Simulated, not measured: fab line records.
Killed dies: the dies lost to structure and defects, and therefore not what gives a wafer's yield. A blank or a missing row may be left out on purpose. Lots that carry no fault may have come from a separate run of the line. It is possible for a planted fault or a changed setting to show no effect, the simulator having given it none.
Which tool was responsible? :: flow nand harc :: 10 lots, 30 wafers sampled, at 7 steps of a route of 1302

## WHAT THE GAUGES SHOWED, per wafer
NHARC_A_CHANNEL_HOLE_D2_INSPECT_12.
lot: L909
measured: day 13 07:55
on: defect inspect-01
raw defect count: 4 4 4

lot: L910
measured: day 14 02:24
on: defect inspect-02
raw defect count: 6 4 4

lot: L918
measured: day 17 10:13
on: defect inspect-02
raw defect count: 17 22 17

lot: L919
measured: day 17 10:35
on: defect inspect-01
raw defect count: 60 73 56

lot: L920
measured: day 18 02:37
on: defect inspect-01
raw defect count: 15 8 16

lot: L921
measured: day 18 10:53
on: defect inspect-01
raw defect count: 628 586 577

lot: L922
measured: day 19 05:52
on: defect inspect-02
raw defect count: 610 581 593

lot: L925
measured: day 20 03:52
on: defect inspect-02
raw defect count: 58 71 59

lot: L931
measured: day 22 11:31
on: defect inspect-01
raw defect count: 5 2 7

lot: L930
measured: day 22 11:22
on: defect inspect-02
raw defect count: 7 10 9

NHARC_A_CHANNEL_HOLE_D2_INSPECT_40.
lot: L909
measured: day 13 14:51
on: defect inspect-01
raw defect count: 242 200 253

lot: L910
measured: day 14 09:19
on: defect inspect-02
raw defect count: 385 243 180

lot: L918
measured: day 17 17:38
on: defect inspect-01
raw defect count: 262 321 313

lot: L919
measured: day 17 21:10
on: defect inspect-02
raw defect count: 486 682 424

lot: L920
measured: day 18 10:28
on: defect inspect-01
raw defect count: 173 297 297

lot: L921
measured: day 18 18:56
on: defect inspect-01
raw defect count: 859 715 754

lot: L922
measured: day 19 13:14
on: defect inspect-01
raw defect count: 812 884 813

lot: L925
measured: day 20 11:02
on: defect inspect-02
raw defect count: 437 408 277

lot: L931
measured: day 22 22:20
on: defect inspect-02
raw defect count: 176 292 225

lot: L930
measured: day 22 18:21
on: defect inspect-01
raw defect count: 250 375 225

NHARC_END_SORT_01.
lot: L921
measured: day 29 07:48
on: prober-01
killed at array: 148 164 144
killed at other: 3 0 0
killed at periphery: 6 12 6
killed dies: 157 176 150
killed open: 1 4 6
killed short: 3 2 0

lot: L922
measured: day 29 21:17
on: prober-01
killed at array: 142 138 145
killed at other: 1 1 2
killed at periphery: 5 2 6
killed dies: 148 141 153
killed open: 3 2 3
killed short: 3 1 1

## TOOL THAT RAN EACH LOT (tool first, then ch and the chambers of the sampled wafers, then the start)
lot: L909
NHARC_A_CHANNEL_HOLE_D2_DEP_00: acl dep-01 ch 0, day 13 05:09
NHARC_A_CHANNEL_HOLE_D2_ETCH_38: rie diel-04 ch 0,1,3, day 13 08:03
NHARC_A_CHANNEL_HOLE_D2_ETCH_19: har etch-02 ch 0,1, day 13 09:09
NHARC_A_CHANNEL_HOLE_D2_ETCH_22: har etch-02 ch 0,1, day 13 10:01

lot: L910
NHARC_A_CHANNEL_HOLE_D2_DEP_00: acl dep-02 ch 0, day 13 23:56
NHARC_A_CHANNEL_HOLE_D2_ETCH_38: rie diel-01 ch 0,1, day 14 02:33
NHARC_A_CHANNEL_HOLE_D2_ETCH_19: har etch-01 ch 0,1, day 14 03:40
NHARC_A_CHANNEL_HOLE_D2_ETCH_22: har etch-01 ch 0,1, day 14 04:36

lot: L918
NHARC_A_CHANNEL_HOLE_D2_DEP_00: acl dep-02 ch 0, day 17 07:25
NHARC_A_CHANNEL_HOLE_D2_ETCH_38: rie diel-06 ch 0,1, day 17 10:23
NHARC_A_CHANNEL_HOLE_D2_ETCH_19: har etch-02 ch 0,1, day 17 11:56
NHARC_A_CHANNEL_HOLE_D2_ETCH_22: har etch-02 ch 0,1, day 17 12:49

lot: L919
NHARC_A_CHANNEL_HOLE_D2_DEP_00: acl dep-03 ch 0, day 17 08:27
NHARC_A_CHANNEL_HOLE_D2_ETCH_38: rie diel-01 ch 0,2,3, day 17 10:45
NHARC_A_CHANNEL_HOLE_D2_ETCH_19: har etch-01 ch 0,1, day 17 15:28
NHARC_A_CHANNEL_HOLE_D2_ETCH_22: har etch-01 ch 0,1, day 17 16:29

lot: L920
NHARC_A_CHANNEL_HOLE_D2_DEP_00: acl dep-03 ch 0, day 17 23:50
NHARC_A_CHANNEL_HOLE_D2_ETCH_38: rie diel-06 ch 0,2,3, day 18 02:46
NHARC_A_CHANNEL_HOLE_D2_ETCH_19: har etch-01 ch 0,1, day 18 04:44
NHARC_A_CHANNEL_HOLE_D2_ETCH_22: har etch-01 ch 0,1, day 18 05:37

lot: L921
NHARC_A_CHANNEL_HOLE_D2_DEP_00: acl dep-03 ch 0, day 18 07:56
NHARC_A_CHANNEL_HOLE_D2_ETCH_38: rie diel-04 ch 0,1,2, day 18 11:02
NHARC_A_CHANNEL_HOLE_D2_ETCH_19: har etch-02 ch 0, day 18 13:14
NHARC_A_CHANNEL_HOLE_D2_ETCH_22: har etch-02 ch 0, day 18 14:11

lot: L922
NHARC_A_CHANNEL_HOLE_D2_DEP_00: acl dep-03 ch 0, day 19 03:31
NHARC_A_CHANNEL_HOLE_D2_ETCH_38: rie diel-01 ch 0,1, day 19 06:00
NHARC_A_CHANNEL_HOLE_D2_ETCH_19: har etch-01 ch 1, day 19 07:34
NHARC_A_CHANNEL_HOLE_D2_ETCH_22: har etch-01 ch 1, day 19 08:31

lot: L925
NHARC_A_CHANNEL_HOLE_D2_DEP_00: acl dep-02 ch 0, day 20 01:19
NHARC_A_CHANNEL_HOLE_D2_ETCH_38: rie diel-04 ch 2,3, day 20 04:02
NHARC_A_CHANNEL_HOLE_D2_ETCH_19: har etch-01 ch 0,1, day 20 05:20
NHARC_A_CHANNEL_HOLE_D2_ETCH_22: har etch-01 ch 0,1, day 20 06:16

lot: L931
NHARC_A_CHANNEL_HOLE_D2_DEP_00: acl dep-03 ch 0, day 22 09:21
NHARC_A_CHANNEL_HOLE_D2_ETCH_38: rie diel-01 ch 0,3, day 22 11:40
NHARC_A_CHANNEL_HOLE_D2_ETCH_19: har etch-02 ch 0,1, day 22 16:40
NHARC_A_CHANNEL_HOLE_D2_ETCH_22: har etch-02 ch 0,1, day 22 17:41

lot: L930
NHARC_A_CHANNEL_HOLE_D2_DEP_00: acl dep-02 ch 0, day 22 09:23
NHARC_A_CHANNEL_HOLE_D2_ETCH_38: rie diel-04 ch 0,1,3, day 22 11:31
NHARC_A_CHANNEL_HOLE_D2_ETCH_19: har etch-01 ch 0,1, day 22 12:40
NHARC_A_CHANNEL_HOLE_D2_ETCH_22: har etch-01 ch 0,1, day 22 13:46
- NHARC_A_CHANNEL_HOLE_D2_DEP_00: deposits aC, target thk 3100 nm.
- NHARC_A_CHANNEL_HOLE_D2_ETCH_38: etches the open film in CF4, target depth 39 nm, time 65 s.
- NHARC_A_CHANNEL_HOLE_D2_ETCH_19: etches the open film in C4F8/O2/Ar, time 34.5 s.
- NHARC_A_CHANNEL_HOLE_D2_ETCH_22: etches the open film in C4F8/O2/Ar, time 666.7 s, target depth 1600 nm.

## AS READ BY THE TOOLS THEMSELVES (means over the sampled wafers that have a number; for cases with no such wafer, the mark the record gives instead)
NHARC_A_CHANNEL_HOLE_D2_DEP_00.
lot: L909
tool: acl dep-01
throttle valve pct (%): 35.004

lot: L910
tool: acl dep-02
throttle valve pct (%): 35.002

lot: L918
tool: acl dep-02
throttle valve pct (%): 34.999

lot: L919
tool: acl dep-03
throttle valve pct (%): 35.009

lot: L920
tool: acl dep-03
throttle valve pct (%): 34.996

lot: L921
tool: acl dep-03
throttle valve pct (%): 35.005

lot: L922
tool: acl dep-03
throttle valve pct (%): 34.997

lot: L925
tool: acl dep-02
throttle valve pct (%): 35.002

lot: L931
tool: acl dep-03
throttle valve pct (%): 34.994

lot: L930
tool: acl dep-02
throttle valve pct (%): 34.993

NHARC_A_CHANNEL_HOLE_D2_ETCH_38.
lot: L909
tool: rie diel-04
bias w (W): 100.02
drypump motor current A (A): 5.7
oes product au (a.u.): 0.998
rf vpp V (V): 152.3
showerhead plenum p Torr (Torr): 1.84
throttle valve pct (%): 13.288

lot: L910
tool: rie diel-01
bias w (W): 99.96
drypump motor current A (A): 6.1
oes product au (a.u.): 0.994
rf vpp V (V): 151.3
showerhead plenum p Torr (Torr): 1.76
throttle valve pct (%): 13.280

lot: L918
tool: rie diel-06
bias w (W): 100.08
drypump motor current A (A): 6.0
oes product au (a.u.): 1.012
rf vpp V (V): 150.7
showerhead plenum p Torr (Torr): 1.81
throttle valve pct (%): 13.282

lot: L919
tool: rie diel-01
bias w (W): 100.11
drypump motor current A (A): 5.8
oes product au (a.u.): 0.994
rf vpp V (V): 150.6
showerhead plenum p Torr (Torr): 1.76
throttle valve pct (%): 13.281

lot: L920
tool: rie diel-06
bias w (W): 99.83
drypump motor current A (A): 6.2
oes product au (a.u.): 0.996
rf vpp V (V): 149.7
showerhead plenum p Torr (Torr): 1.71
throttle valve pct (%): 13.286

lot: L921
tool: rie diel-04
bias w (W): 99.63
drypump motor current A (A): 5.3
oes product au (a.u.): 1.000
rf vpp V (V): 152.0
showerhead plenum p Torr (Torr): 1.82
throttle valve pct (%): 13.284

lot: L922
tool: rie diel-01
bias w (W): 100.09
drypump motor current A (A): 6.2
oes product au (a.u.): 0.997
rf vpp V (V): 150.3
showerhead plenum p Torr (Torr): 1.74
throttle valve pct (%): 13.278

lot: L925
tool: rie diel-04
bias w (W): 100.05
drypump motor current A (A): 5.4
oes product au (a.u.): 1.003
rf vpp V (V): 151.6
showerhead plenum p Torr (Torr): 1.86
throttle valve pct (%): 13.293

lot: L931
tool: rie diel-01
bias w (W): 100.05
drypump motor current A (A): 5.9
oes product au (a.u.): 0.999
rf vpp V (V): 150.6
showerhead plenum p Torr (Torr): 1.75
throttle valve pct (%): 13.271

lot: L930
tool: rie diel-04
bias w (W): 100.23
drypump motor current A (A): 5.7
oes product au (a.u.): 1.008
rf vpp V (V): 152.7
showerhead plenum p Torr (Torr): 1.84
throttle valve pct (%): 13.289

NHARC_A_CHANNEL_HOLE_D2_ETCH_19.
lot: L909
tool: har etch-02
drypump motor current A (A): 6.5
o2 flow sccm (sccm): 96.37
showerhead plenum p Torr (Torr): 3.71
throttle valve pct (%): 37.041

lot: L910
tool: har etch-01
drypump motor current A (A): 6.0
o2 flow sccm (sccm): 96.10
showerhead plenum p Torr (Torr): 3.71
throttle valve pct (%): 37.035

lot: L918
tool: har etch-02
drypump motor current A (A): 6.3
o2 flow sccm (sccm): 96.10
showerhead plenum p Torr (Torr): 3.91
throttle valve pct (%): 37.030

lot: L919
tool: har etch-01
drypump motor current A (A): 6.3
o2 flow sccm (sccm): 96.53
showerhead plenum p Torr (Torr): 3.69
throttle valve pct (%): 37.030

lot: L920
tool: har etch-01
drypump motor current A (A): 6.3
o2 flow sccm (sccm): 96.09
showerhead plenum p Torr (Torr): 3.69
throttle valve pct (%): 37.033

lot: L921
tool: har etch-02
drypump motor current A (A): 6.6
o2 flow sccm (sccm): 96.17
showerhead plenum p Torr (Torr): 3.74
throttle valve pct (%): 37.035

lot: L922
tool: har etch-01
drypump motor current A (A): 5.7
o2 flow sccm (sccm): 96.42
showerhead plenum p Torr (Torr): 3.66
throttle valve pct (%): 37.039

lot: L925
tool: har etch-01
drypump motor current A (A): 6.3
o2 flow sccm (sccm): 96.02
showerhead plenum p Torr (Torr): 3.67
throttle valve pct (%): 37.036

lot: L931
tool: har etch-02
drypump motor current A (A): 6.5
o2 flow sccm (sccm): 96.06
showerhead plenum p Torr (Torr): 3.78
throttle valve pct (%): 37.034

lot: L930
tool: har etch-01
drypump motor current A (A): 6.3
o2 flow sccm (sccm): 96.15
showerhead plenum p Torr (Torr): 3.66
throttle valve pct (%): 37.043

NHARC_A_CHANNEL_HOLE_D2_ETCH_22.
lot: L909
tool: har etch-02
drypump motor current A (A): 6.5
o2 flow sccm (sccm): 35.70
showerhead plenum p Torr (Torr): 3.67
throttle valve pct (%): 32.149

lot: L910
tool: har etch-01
drypump motor current A (A): 6.0
o2 flow sccm (sccm): 35.74
showerhead plenum p Torr (Torr): 3.67
throttle valve pct (%): 32.162

lot: L918
tool: har etch-02
drypump motor current A (A): 6.3
o2 flow sccm (sccm): 35.60
showerhead plenum p Torr (Torr): 3.85
throttle valve pct (%): 32.156

lot: L919
tool: har etch-01
drypump motor current A (A): 6.3
o2 flow sccm (sccm): 35.70
showerhead plenum p Torr (Torr): 3.65
throttle valve pct (%): 32.144

lot: L920
tool: har etch-01
drypump motor current A (A): 6.3
o2 flow sccm (sccm): 35.62
showerhead plenum p Torr (Torr): 3.65
throttle valve pct (%): 32.161

lot: L921
tool: har etch-02
drypump motor current A (A): 6.6
o2 flow sccm (sccm): 35.73
showerhead plenum p Torr (Torr): 3.69
throttle valve pct (%): 32.146

lot: L922
tool: har etch-01
drypump motor current A (A): 5.7
o2 flow sccm (sccm): 35.63
showerhead plenum p Torr (Torr): 3.62
throttle valve pct (%): 32.151

lot: L925
tool: har etch-01
drypump motor current A (A): 6.3
o2 flow sccm (sccm): 35.71
showerhead plenum p Torr (Torr): 3.63
throttle valve pct (%): 32.154

lot: L931
tool: har etch-02
drypump motor current A (A): 6.5
o2 flow sccm (sccm): 35.74
showerhead plenum p Torr (Torr): 3.74
throttle valve pct (%): 32.143

lot: L930
tool: har etch-01
drypump motor current A (A): 6.3
o2 flow sccm (sccm): 35.72
showerhead plenum p Torr (Torr): 3.62
throttle valve pct (%): 32.151

## THE ANSWER, worked out from the rows above alone
Rule: usual is defined by the lots themselves. Put in order of their means at a reading, lots are off if they are a third of the lots or fewer, leave a main group of 4 or more, and stand apart from it by a gap of 3 or more times the standard deviation of the main group's means; of several such gaps the widest counts. Not used: any main group whose means are identical at the precision the tables above print for the reading. A lot without any number at a reading at which 4 lots or more have one is off too. Where the step has rows for the other lots, those lots are counted as sound. Order of review: gauges by route order, followed by the tools' own readings, for which a lot's mean as printed above is used. At the first step where some lot is off, the reading lying furthest off is the one used; lots without a number count as furthest.
Off: L921, L922, at NHARC_A_CHANNEL_HOLE_D2_INSPECT_12 (raw defect count). The main group has a mean of 22 with a standard deviation of 24.
If a tool, at a process step before that reading, ran all the lots that are off and no sound lot after the first of them, it fits. The gauges at NHARC_A_CHANNEL_HOLE_D2_INSPECT_12 are tried like those tools. Of those tried, none fits.

## WHAT THE SIMULATOR HAD INSERTED
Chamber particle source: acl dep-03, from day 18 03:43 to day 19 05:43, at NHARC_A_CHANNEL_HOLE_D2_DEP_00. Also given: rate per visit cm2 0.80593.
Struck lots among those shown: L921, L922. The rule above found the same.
